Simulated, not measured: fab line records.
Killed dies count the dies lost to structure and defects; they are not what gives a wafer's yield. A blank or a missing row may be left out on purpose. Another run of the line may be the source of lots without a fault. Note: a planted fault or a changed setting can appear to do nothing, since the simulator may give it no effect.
Chamber matching | flow nandHarc | NHARC_P_GATE_DEP_103 on pecvd-03 has 3 sister chambers
The step deposits SiON, target thk 30 nm. 6 wafers are shown with their chamber, then 7 later ones without.

EACH WAFER AND ITS CHAMBER
wafer  | chamber | heaterPowerW (W)
L164.6 | 0       | 787
L176.4 | 1       | 815
L180.1 | 1       | 740
L180.6 | 0       | 776
L182.3 | 2       | 794
L182.4 | 2       | 649

WAFERS WHOSE CHAMBER IS MISSING
wafer  | heaterPowerW (W)
L182.5 | 785
L183.1 | 654
L183.3 | 707
L183.5 | 691
L184.2 | 776
L184.4 | 768
L184.6 | 850

WHICH CHAMBER EACH WENT THROUGH
wafer  | from the rows above          | in truth
L182.5 | can't be placed: 0 or 1 or 2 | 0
L183.1 | can't be placed: 2 or 1 or 0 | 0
L183.3 | can't be placed: 2 or 1 or 0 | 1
L183.5 | can't be placed: 2 or 1 or 0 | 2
L184.2 | can't be placed: 1 or 0 or 2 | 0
L184.4 | can't be placed: 1 or 0 or 2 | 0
L184.6 | can't be placed: 0 or 1 or 2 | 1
0 of 7 placed correctly. Not placeable from these rows: 7 (in 7, the candidates include the true chamber). 0 placed wrongly.
How it was worked out, from the rows above alone: a wafer's distance from a chamber is the root of the sum, over the readings, of the square of ((its reading less the chamber's mean) divided by the reading's scatter). The wafer belongs to the nearest chamber; if the next one is less than 2 further off, it can't be placed. The mean given for a chamber averages the wafers shown for that chamber. The scatter: take each reading less its chamber's mean, square it, sum over the shown wafers, divide by the number of wafers less the number of chambers, and take the root.
